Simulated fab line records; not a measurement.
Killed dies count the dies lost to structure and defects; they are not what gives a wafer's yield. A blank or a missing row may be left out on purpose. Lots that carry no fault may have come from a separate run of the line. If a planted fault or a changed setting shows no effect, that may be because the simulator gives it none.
fab line records | flow nand-harc
record: lots: 13 | wafers: 39 | last-day: 34
route steps=1302 shown P_M2@334 P_BONDPAD@351 END@1302
lots that met no fault: from a run of the same line without faults
start-h: start of the lot's first displayed wafer, in hours after the record's first day | wait-h: hours elapsed since this lot's preceding step | " as in the row above | L1.1+2: several wafers, shown together as one row | - no value, or no start given | * or withheld: withheld | < > ~ a bound
route shown NAME@n: a module of which the file shows steps, and the number in the route of the first | usual: average and standard deviation across the fault-free wafers | same: alike in all rows | chamber/n: place in a boat | sites: the reading at each site | _std_site: standard deviation across them | _edge_site: mean of outer sites minus mean of inner sites | radius-mm: how far each site lies from the wafer's centre | mask NAME#n: copy n | behind: tool/chamber where the wafer was last shaped | hold: reason for holding the lot/hours on hold/outcome of the hold | device: which transistor (n, p or np) failed to switch | end of line: tests run on the same wafers once the route is complete | a step with no rows: only its recipe | killed: dies that structure and defects cost at the first sort, which is not the same as the wafer's yield | map: a wafer's dies, x killed, . not, _ none there
set.NAME: the setting that was run; set.NAME@STEP: the one run at that earlier step | model.NAME: the simulator's own value behind a step, which no gauge read
the route's steps for a sample of lots (tables are steps, rows are wafers)
services: when a tool's chamber went out of use (start-h, in hours from the record's first day, below 0 if earlier), for how many hours, and the reason
== steps ==
step: NHARC_P_M2_CD_MEAS_16
usual: cd-nm: 170.2/0.78
lot.wafer | tool      | chamber | start-h | wait-h | cd-nm
L385.1    | cd-sem-01 | -       | 150.04  | -      | 169.5
L385.5    | "         | -       | "       | "      | 169.8
L385.6    | "         | -       | "       | "      | 171.5
L390.1    | cd-sem-03 | -       | 202.60  | -      | 170.5
L390.3    | "         | -       | "       | "      | 169.6
L390.5    | "         | -       | "       | "      | 170.6
L395.1    | cd-sem-02 | -       | 257.31  | -      | 170.2
L395.2    | "         | -       | "       | "      | 171.6
L395.5    | "         | -       | "       | "      | 169.7
L396.3    | cd-sem-02 | -       | 262.45  | -      | 170.2
L396.5    | "         | -       | "       | "      | 171.4
L396.6    | "         | -       | "       | "      | 170.0
L397.1    | cd-sem-02 | -       | 278.26  | -      | 170.3
L397.5    | "         | -       | "       | "      | 169.6
L397.6    | "         | -       | "       | "      | 169.3
L398.1    | cd-sem-01 | -       | 278.88  | -      | 170.0
L398.2    | "         | -       | "       | "      | 170.8
L398.4    | "         | -       | "       | "      | 170.9
L399.1    | cd-sem-01 | -       | 292.90  | -      | 170.1
L399.2    | "         | -       | "       | "      | 170.5
L399.5    | "         | -       | "       | "      | 171.6
L401.1    | cd-sem-02 | -       | 305.64  | -      | 170.2
L401.3    | "         | -       | "       | "      | 169.2
L401.4    | "         | -       | "       | "      | 170.2
L400.2    | cd-sem-03 | -       | 306.28  | -      | 170.9
L400.3    | "         | -       | "       | "      | 170.4
L400.5    | "         | -       | "       | "      | 168.6
L402.1    | cd-sem-03 | -       | 322.09  | -      | 169.3
L402.3    | "         | -       | "       | "      | 170.2
L402.4    | "         | -       | "       | "      | 170.2
L404.1    | cd-sem-02 | -       | 343.66  | -      | 170.9
L404.4    | "         | -       | "       | "      | 171.3
L404.5    | "         | -       | "       | "      | 172.6
L405.2    | cd-sem-02 | -       | 358.56  | -      | 169.7
L405.3    | "         | -       | "       | "      | 171.2
L405.6    | "         | -       | "       | "      | 171.1
L406.3    | cd-sem-01 | -       | 366.76  | -      | 169.7
L406.5    | "         | -       | "       | "      | 170.4
L406.6    | "         | -       | "       | "      | 169.5
step: NHARC_P_M2_THK_MEAS_24
recipe: thk-meas-gauge: xrf
usual: thk-nm: 144.2/1.4
lot.wafer | tool          | chamber | start-h | wait-h | thk-nm
L385.1    | film-metro-02 | -       | 152.21  | -      | 143.5
L385.5    | "             | -       | "       | "      | 145.4
L385.6    | "             | -       | "       | "      | 143.9
L390.1    | film-metro-01 | -       | 204.72  | -      | 143.0
L390.3    | "             | -       | "       | "      | 141.9
L390.5    | "             | -       | "       | "      | 144.2
L395.1    | film-metro-02 | -       | 259.43  | -      | 141.6
L395.2    | "             | -       | "       | "      | 143.5
L395.5    | "             | -       | "       | "      | 143.0
L396.3    | film-metro-01 | -       | 264.55  | -      | 144.5
L396.5    | "             | -       | "       | "      | 144.9
L396.6    | "             | -       | "       | "      | 143.5
L397.1    | film-metro-01 | -       | 280.37  | -      | 143.7
L397.5    | "             | -       | "       | "      | 142.4
L397.6    | "             | -       | "       | "      | 141.5
L398.1    | film-metro-02 | -       | 280.99  | -      | 145.8
L398.2    | "             | -       | "       | "      | 145.6
L398.4    | "             | -       | "       | "      | 145.1
L399.1    | film-metro-02 | -       | 295.01  | -      | 147.0
L399.2    | "             | -       | "       | "      | 146.2
L399.5    | "             | -       | "       | "      | 144.6
L401.1    | film-metro-01 | -       | 307.78  | -      | 141.9
L401.3    | "             | -       | "       | "      | 144.1
L401.4    | "             | -       | "       | "      | 143.9
L400.2    | film-metro-02 | -       | 308.42  | -      | 146.3
L400.3    | "             | -       | "       | "      | 145.6
L400.5    | "             | -       | "       | "      | 140.9
L402.1    | film-metro-01 | -       | 324.27  | -      | 143.8
L402.3    | "             | -       | "       | "      | 144.0
L402.4    | "             | -       | "       | "      | 145.2
L404.1    | film-metro-02 | -       | 345.77  | -      | 142.8
L404.4    | "             | -       | "       | "      | 143.8
L404.5    | "             | -       | "       | "      | 145.0
L405.2    | film-metro-02 | -       | 360.74  | -      | 143.0
L405.3    | "             | -       | "       | "      | 145.4
L405.6    | "             | -       | "       | "      | 144.0
L406.3    | film-metro-01 | -       | 368.97  | -      | 145.6
L406.5    | "             | -       | "       | "      | 146.8
L406.6    | "             | -       | "       | "      | 145.3
step: NHARC_P_BONDPAD_DEP_00
recipe: target-thk-a: 2500 | temp-c: 370 | target-thk-nm: 250 | pressure-torr: 3 | flow-sccm: 200 | rf-w: 450 | material: SiCN
usual: chamber-pressure-Torr: 3.001/0.0063 | heater-power-w: 558/88 | rf-fwd-power-W: 449.1/1.3 | showerhead-vpp-V: 1320/45
lot.wafer | tool     | chamber | start-h | wait-h | chamber-pressure-Torr | heater-power-w | rf-fwd-power-W | showerhead-vpp-V
L385.1    | pecvd-01 | 0       | -       | -      | 2.991                 | 644            | 448.7          | 1293
L385.5    | "        | 2       | "       | "      | 3.007                 | 571            | 447.3          | 1387
L385.6    | "        | 0       | "       | "      | 2.999                 | 647            | 448.4          | 1276
L390.3    | pecvd-03 | 2       | 205.48  | -      | 3.001                 | 645            | 451.9          | 1315
L390.1    | "        | 0       | "       | "      | 3.000                 | 652            | 450.0          | 1348
L390.5    | "        | 0       | "       | "      | 2.996                 | 524            | 452.0          | 1363
L395.2    | pecvd-04 | 1       | 260.31  | 0.4    | 3.001                 | 503            | 450.8          | 1260
L395.1    | "        | 2       | "       | "      | 2.995                 | 357            | 446.8          | 1295
L395.5    | "        | 0       | "       | "      | 2.995                 | 603            | 450.4          | 1287
L396.3    | pecvd-01 | 0       | 265.31  | -      | 3.010                 | 670            | 447.3          | 1247
L396.6    | "        | 0       | "       | "      | 3.002                 | 692            | 448.0          | 1271
L396.5    | "        | 1       | "       | "      | 3.012                 | 501            | 449.9          | 1356
L397.1    | pecvd-03 | 1       | -       | -      | 3.001                 | 514            | 449.2          | 1364
L397.6    | "        | 2       | "       | "      | 3.000                 | 686            | 451.8          | 1307
L397.5    | "        | 1       | "       | "      | 2.995                 | 519            | 448.7          | 1363
L398.1    | pecvd-03 | 2       | 281.88  | -      | 3.001                 | 650            | 449.5          | 1333
L398.2    | "        | 0       | "       | "      | 3.008                 | 587            | 449.3          | 1378
L398.4    | "        | 1       | "       | "      | 3.010                 | 569            | 449.9          | 1338
L399.1    | pecvd-01 | 2       | -       | -      | 3.011                 | 538            | 449.9          | 1412
L399.2    | "        | 0       | "       | "      | 3.005                 | 676            | 448.8          | 1262
L399.5    | "        | 0       | "       | "      | 3.008                 | 670            | 449.8          | 1272
L401.3    | pecvd-04 | 1       | -       | -      | 2.999                 | 604            | 448.4          | 1273
L401.1    | "        | 2       | "       | "      | 3.004                 | 394            | 448.9          | 1288
L401.4    | "        | 0       | "       | "      | 2.996                 | 604            | 450.5          | 1293
L400.3    | pecvd-01 | 0       | 309.14  | -      | 3.002                 | 596            | 450.2          | 1248
L400.2    | "        | 2       | "       | "      | 3.001                 | 476            | 450.1          | 1401
L400.5    | "        | 0       | "       | "      | 2.995                 | 621            | 448.9          | 1258
L402.3    | pecvd-03 | 1       | 325.04  | -      | 3.013                 | 535            | 450.0          | 1369
L402.1    | "        | 2       | "       | "      | 3.013                 | 655            | 448.6          | 1332
L402.4    | "        | 1       | "       | "      | 3.015                 | 534            | 449.7          | 1359
L404.1    | pecvd-01 | 2       | 346.58  | -      | 2.999                 | 547            | 450.4          | 1391
L404.5    | "        | 1       | "       | "      | 3.001                 | 613            | 451.2          | 1348
L404.4    | "        | 2       | "       | "      | 3.013                 | 551            | 449.1          | 1413
L405.2    | pecvd-03 | 0       | 361.46  | -      | 3.010                 | 635            | 448.8          | 1366
L405.3    | "        | 1       | "       | "      | 3.003                 | 548            | 449.0          | 1346
L405.6    | "        | 2       | "       | "      | 3.006                 | 639            | 449.6          | 1340
L406.3    | pecvd-01 | 0       | 369.73  | -      | 2.992                 | 662            | 449.0          | 1254
L406.5    | "        | 2       | "       | "      | 3.005                 | 449            | 449.5          | 1376
L406.6    | "        | 0       | "       | "      | 2.995                 | 661            | 447.6          | 1260
step: NHARC_P_BONDPAD_SOFTBAKE_04
recipe: temp-c: 125 | time-s: 70
usual: heater-power-total-W: 201.0/1.3
lot.wafer | tool           | chamber | start-h | wait-h | heater-power-total-W
L385.1    | litho-track-07 | 0       | 153     | -      | 201.6
L385.5    | "              | 0       | "       | "      | 202.4
L385.6    | "              | 0       | "       | "      | 199.2
L390.1    | litho-track-07 | 0       | 206     | -      | 201.9
L390.3    | "              | 0       | "       | "      | 236.8
L390.5    | "              | 0       | "       | "      | 199.9
L395.1    | litho-track-02 | 0       | 261     | -      | 200.2
L395.2    | "              | 0       | "       | "      | 201.8
L395.5    | "              | 0       | "       | "      | 199.7
L396.3    | litho-track-05 | 0       | 266     | -      | 202.6
L396.5    | "              | 0       | "       | "      | 199.9
L396.6    | "              | 0       | "       | "      | 202.5
L397.1    | litho-track-02 | 0       | 281     | -      | 199.0
L397.5    | "              | 0       | "       | "      | 202.4
L397.6    | "              | 0       | "       | "      | 201.1
L398.1    | litho-track-02 | 0       | 282     | -      | 202.5
L398.2    | "              | 0       | "       | "      | 201.9
L398.4    | "              | 0       | "       | "      | 199.4
L399.1    | litho-track-02 | 0       | 296     | -      | 201.9
L399.2    | "              | 0       | "       | "      | 202.5
L399.5    | "              | 0       | "       | "      | 202.2
L401.1    | litho-track-02 | 0       | 309     | -      | 198.8
L401.3    | "              | 0       | "       | "      | 201.2
L401.4    | "              | 0       | "       | "      | 202.7
L400.2    | litho-track-07 | 0       | 309     | -      | 199.9
L400.3    | "              | 0       | "       | "      | 202.6
L400.5    | "              | 0       | "       | "      | 199.1
L402.1    | litho-track-05 | 0       | 325     | -      | 200.0
L402.3    | "              | 0       | "       | "      | 202.7
L402.4    | "              | 0       | "       | "      | 202.0
L404.1    | litho-track-07 | 0       | 347     | -      | 201.7
L404.4    | "              | 0       | "       | "      | 198.8
L404.5    | "              | 0       | "       | "      | 202.0
L405.2    | litho-track-02 | 0       | 362     | -      | 202.2
L405.3    | "              | 0       | "       | "      | 201.4
L405.6    | "              | 0       | "       | "      | 202.6
L406.3    | litho-track-02 | 0       | 370     | -      | 200.9
L406.5    | "              | 0       | "       | "      | 202.4
L406.6    | "              | 0       | "       | "      | 198.9
step: NHARC_END_SORT_01
recipe: temp-c: 25
usual: defect-limited-yield: 90/3.1 | killed-at-array: 61/20 | killed-at-other: 0.9/1.1 | killed-at-periphery: 3.7/2.5 | killed-dies: 65/21 | killed-open: 3.3/1.8 | killed-short: 2.3/1.5
same: gross-dies: 677
lot.wafer | tool      | chamber | start-h | wait-h | defect-limited-yield[%] | killed-at-array | killed-at-other | killed-at-periphery | killed-dies | killed-open | killed-short
L385.1    | prober-02 | 0       | 582.14  | 2.5    | 90                      | 67              | 0               | 1                   | 68          | 3           | 1
L385.5    | prober-02 | 0       | 585.35  | 3.7    | 87                      | 77              | 2               | 6                   | 85          | 3           | 4
L385.6    | prober-02 | 0       | 586.16  | 4.0    | 87                      | 83              | 2               | 6                   | 91          | 6           | 2
L390.1    | prober-01 | 0       | 655.60  | 2.5    | 89                      | 75              | 2               | 0                   | 77          | 1           | 3
L390.3    | prober-01 | 0       | 657.20  | 3.1    | 91                      | 55              | 0               | 3                   | 58          | 2           | 1
L390.5    | prober-01 | 0       | 658.79  | 3.7    | 90                      | 69              | 1               | 1                   | 71          | 3           | 3
L398.1    | prober-01 | 0       | 731.33  | 2.5    | 91                      | 61              | 1               | 1                   | 63          | 5           | 3
L398.2    | prober-01 | 0       | 732.14  | 2.8    | 90                      | 66              | 0               | 2                   | 68          | 6           | 4
L398.4    | prober-01 | 0       | 733.77  | 3.4    | 91                      | 57              | 0               | 4                   | 61          | 3           | 1
killed by level:class
L385.1 A_CHANNEL_HOLE_D1:chamber-film-flake=26 A_SLIT:chamber-film-flake=26 A_M1:chamber-film-flake=4 A_CHANNEL_HOLE_D2:chamber-film-flake=3 A_SOURCE_PLATE:geometric-particle:short=1 A_CHANNEL_FILL_D2:geometric-particle:open=1 A_SGD_CUT:geometric-particle:open=1 A_WL_FILL:geometric-particle:open=1
L385.5 A_CHANNEL_HOLE_D1:chamber-film-flake=34 A_SLIT:chamber-film-flake=20 A_CHANNEL_HOLE_D2:chamber-film-flake=6 A_M1:chamber-film-flake=4 P_M0:geometric-particle:open=2 P_M0:chamber-film-flake=2 A_WL_FILL:chamber-film-flake=2 A_CONTACT:chamber-film-flake=2
L385.6 A_CHANNEL_HOLE_D1:chamber-film-flake=32 A_SLIT:chamber-film-flake=25 A_CHANNEL_HOLE_D2:chamber-film-flake=12 P_M0:chamber-film-flake=4 A_M1:chamber-film-flake=3 A_M0:geometric-particle:open=2 A_CONTACT:chamber-film-flake=2 P_STI:geometric-particle:short=1
L390.1 A_CHANNEL_HOLE_D2:chamber-film-flake=37 A_CHANNEL_HOLE_D1:chamber-film-flake=12 A_STAIRCASE:chamber-film-flake=11 A_CONTACT:chamber-film-flake=6 A_CHANNEL_FILL_D2:chamber-film-flake=2 A_SLIT:chamber-film-flake=2 THIN_TSV:chamber-film-flake=2 A_DECK1_JOINT:geometric-particle:short=1
L390.3 A_CHANNEL_HOLE_D2:chamber-film-flake=32 A_CHANNEL_HOLE_D1:chamber-film-flake=7 A_STAIRCASE:chamber-film-flake=6 A_CONTACT:chamber-film-flake=5 P_M0:geometric-particle:open=1 A_DECK1_JOINT:geometric-particle:short=1 A_M0:geometric-particle:open=1 P_ZERO_WELL:chamber-film-flake=1
L390.5 A_CHANNEL_HOLE_D2:chamber-film-flake=38 A_CHANNEL_HOLE_D1:chamber-film-flake=13 A_STAIRCASE:chamber-film-flake=5 A_CONTACT:chamber-film-flake=3 A_CHANNEL_FILL_D1:geometric-particle:open=2 A_DECK1_JOINT:chamber-film-flake=2 A_SLIT:chamber-film-flake=2 P_GATE:geometric-particle:short=1
L398.1 A_CHANNEL_HOLE_D1:chamber-film-flake=28 A_CONTACT:chamber-film-flake=21 A_CHANNEL_FILL_D1:chamber-film-flake=3 A_ONON_D2:geometric-particle:short=2 P_M0:geometric-particle:open=1 A_ONON_D1:geometric-particle:open=1 A_CHANNEL_HOLE_D2:geometric-particle:open=1 A_WL_FILL:geometric-particle:short=1
L398.2 A_CHANNEL_HOLE_D1:chamber-film-flake=30 A_CONTACT:chamber-film-flake=17 A_SLIT:chamber-film-flake=6 A_CHANNEL_FILL_D2:geometric-particle:open=2 A_CHANNEL_FILL_D1:chamber-film-flake=2 A_STAIRCASE:chamber-film-flake=2 P_M0:geometric-particle:open=1 P_M0:geometric-particle:short=1
L398.4 A_CHANNEL_HOLE_D1:chamber-film-flake=35 A_CONTACT:chamber-film-flake=13 A_SLIT:chamber-film-flake=3 A_WL_FILL:chamber-film-flake=3 P_CONTACT:geometric-particle:open=2 A_CHANNEL_FILL_D1:chamber-film-flake=2 P_CONTACT:geometric-particle:short=1 P_M0:geometric-particle:open=1
== services ==
tool           | chamber | start-h | hours | kind
pecvd-01       | -       | 130.48  | 13.0  | pm
pecvd-01       | 0       | 130.48  | 13.0  | vent-cycle
pecvd-01       | 1       | 130.48  | 13.0  | vent-cycle
pecvd-01       | 2       | 130.48  | 13.0  | vent-cycle
pecvd-03       | 1       | 131.19  | 4.5   | repair
pecvd-01       | 0       | 143.48  | -     | clean
pecvd-01       | 1       | 143.48  | -     | clean
pecvd-01       | 2       | 143.48  | -     | clean
pecvd-04       | 1       | 173.60  | 3.5   | repair
pecvd-03       | -       | 185.00  | 13.0  | pm
pecvd-04       | -       | 185.20  | 0.5   | repair
pecvd-04       | -       | 198.43  | 3.1   | repair
pecvd-03       | 2       | 219.19  | 21.8  | repair
litho-track-02 | -       | 227.00  | 7.0   | pm
pecvd-03       | 1       | 242.05  | 5.3   | repair
litho-track-07 | -       | 251.00  | 7.0   | pm
pecvd-03       | 2       | 254.74  | 8.9   | repair
pecvd-04       | -       | 269.00  | 13.0  | pm
litho-track-05 | -       | 299.00  | 7.0   | pm
pecvd-01       | -       | 311.48  | 13.0  | pm
pecvd-01       | 0       | 311.48  | 13.0  | vent-cycle
pecvd-01       | 1       | 311.48  | 13.0  | vent-cycle
pecvd-01       | 2       | 311.48  | 13.0  | vent-cycle
pecvd-03       | -       | 366.08  | 13.0  | pm
== key ==
first-sign: step: NHARC_P_BONDPAD_SOFTBAKE_04 | reading: heater-power-total-W | direction: up | sigmas: 28 | usual: * | struck: *
effect none on later readings
met-at NHARC_P_BONDPAD_SOFTBAKE_04
struck-lots L390
struck-wafers L390.3
not-acting-at NHARC_P_M2_CD_MEAS_16,NHARC_P_M2_THK_MEAS_24,NHARC_P_BONDPAD_DEP_00
onset-between 153 206
fault: kind: process-parameter-drift | tool: litho-track-07 | chamber: - | onset-h: 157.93 | steps: NHARC_P_BONDPAD_SOFTBAKE_04 | channel: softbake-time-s | offset: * | shape: step | end-h: 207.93 | scope: struck-wafers-only | acts-in: * | stated: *
